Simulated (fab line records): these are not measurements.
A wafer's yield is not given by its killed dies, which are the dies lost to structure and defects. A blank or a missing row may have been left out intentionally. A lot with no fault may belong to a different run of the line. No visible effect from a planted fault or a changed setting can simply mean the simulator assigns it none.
Matching of chambers | flow n5-finfet | N5_BEOL_M15_ILD_DEP_00 on pecvd-02: 3 sister chambers
The step deposits SiO2 from TEOS/O2, target thk 1629.3 nm, time 346.1 s. 6 wafers are shown with their chamber, then 11 later ones without.

## EACH WAFER AND ITS CHAMBER
wafer  | chamber | throttle-valve-pct (%) | showerhead-plenum-p-Torr (Torr)
L082.5 | 1       | 20.6                   | 8.329
L089.6 | 0       | 20.5                   | 8.325
L091.4 | 2       | 18.4                   | 8.345
L091.5 | 1       | 20.8                   | 8.335
L091.6 | 0       | 20.2                   | 8.305
L093.1 | 2       | 18.4                   | 8.364

## WAFERS WITH NO CHAMBER GIVEN
wafer  | throttle-valve-pct (%) | showerhead-plenum-p-Torr (Torr)
L093.2 | 20.1                   | 8.341
L093.5 | 20.4                   | 8.327
L092.1 | 20.3                   | 8.328
L092.3 | 20.6                   | 8.324
L092.4 | 20.2                   | 8.329
L094.1 | 18.7                   | 8.327
L094.3 | 20.6                   | 8.339
L094.5 | 20.3                   | 8.306
L097.2 | 18.8                   | 8.345
L097.3 | 20.1                   | 8.318
L097.5 | 18.4                   | 8.328

## CHAMBER TAKEN BY EACH
wafer  | from the rows above     | in truth
L093.2 | can't be placed: 0 or 1 | 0
L093.5 | can't be placed: 0 or 1 | 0
L092.1 | can't be placed: 0 or 1 | 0
L092.3 | can't be placed: 1 or 0 | 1
L092.4 | can't be placed: 0 or 1 | 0
L094.1 | 2                       | 2
L094.3 | can't be placed: 1 or 0 | 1
L094.5 | 0                       | 0
L097.2 | 2                       | 2
L097.3 | 0                       | 0
L097.5 | 2                       | 2
5 of 11 placed correctly. Not placeable from these rows: 6 (in 6, the candidates include the true chamber). Placed wrongly: 0.
How it was worked out, from the rows above alone: a wafer's distance from a chamber is the root of the sum, over the readings, of the square of ((its reading less the chamber's mean) divided by the reading's scatter). The wafer belongs to the nearest chamber; if the next one is less than 2 further off, it can't be placed. Each chamber's mean is taken over the wafers shown for it. How the scatter is found: for the shown wafers, subtract from each reading the mean of its chamber, square and add these, divide the total by (wafers less chambers), then take the root.
